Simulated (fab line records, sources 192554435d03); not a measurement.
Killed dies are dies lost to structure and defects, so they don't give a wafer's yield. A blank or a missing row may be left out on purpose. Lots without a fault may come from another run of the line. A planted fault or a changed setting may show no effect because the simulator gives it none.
Which tool did it? | flow n5_finfet | 24 lots, 72 wafers sampled, at 1 step of a route of 1938

WHAT THE GAUGES READ, wafer by wafer
N5_BEOL_M11_INSPECT_30: inspects for defects (brightfield). Usual: raw_defect_count 434, standard deviation 100.
lot  | measured     | on                | raw_defect_count | flag
L074 | day 9 21:41  | defect_inspect-02 | 455 419 425      |
L076 | day 10 04:50 | defect_inspect-01 | 704 545 454      |
L075 | day 10 05:02 | defect_inspect-01 | 402 438 610      |
L077 | day 10 19:33 | defect_inspect-02 | 662 561 513      |
L080 | day 11 03:54 | defect_inspect-01 | 499 347 439      |
L079 | day 11 06:08 | defect_inspect-01 | 547 568 621      |
L078 | day 11 08:25 | defect_inspect-02 | 521 513 449      |
L081 | day 11 19:06 | defect_inspect-01 | 515 397 413      |
L083 | day 12 00:37 | defect_inspect-02 | 472 558 353      |
L082 | day 12 02:40 | defect_inspect-02 | 394 324 333      |
L084 | day 12 02:50 | defect_inspect-02 | 291 369 483      |
L085 | day 12 13:59 | defect_inspect-01 | 414 713 560      |
L086 | day 12 20:55 | defect_inspect-01 | 382 367 341      |
L087 | day 13 02:07 | defect_inspect-01 | 367 285 348      |
L088 | day 13 11:43 | defect_inspect-02 | 438 314 493      |
L090 | day 13 11:59 | defect_inspect-01 | 414 437 353      |
L091 | day 13 19:20 | defect_inspect-02 | 473 500 600      |
L089 | day 13 20:19 | defect_inspect-01 | 570 426 400      |
L092 | day 14 01:28 | defect_inspect-02 | 841 587 372      |
L093 | day 14 07:52 | defect_inspect-01 | 253 423 542      |
L094 | day 14 10:16 | defect_inspect-02 | 379 362 589      |
L095 | day 14 16:46 | defect_inspect-01 | 297 408 446      |
L096 | day 15 09:27 | defect_inspect-02 | 373 405 404      |
L097 | day 15 22:16 | defect_inspect-02 | 328 257 362      |

WHICH TOOL RAN EACH LOT (tool, then ch and the chambers of the sampled wafers, then the start)
The record holds no process step before these readings.

WHAT THE TOOLS THEMSELVES READ (means of the sampled wafers that have a number; where no wafer has one, the mark that the record gives instead)
The record holds no such reading with a usual standard deviation.

THE ANSWER, worked out from the rows above alone
Rule: a lot is off if the mean of its wafers that have a number lies more than 3 standard deviations from the usual mean. A lot without any number at a reading at which 4 lots or more have one is off too. The other lots that the step has rows for count as sound. The gauges are gone through in route order, then the tools' own readings, and for those a lot's mean is taken as printed above. The first step at which some lot is off is used, and at that step the reading that is off furthest; a lot without a number counts as furthest.
No lot is off at any reading shown: from this, nothing can be told.

WHAT THE SIMULATOR HAD PUT IN
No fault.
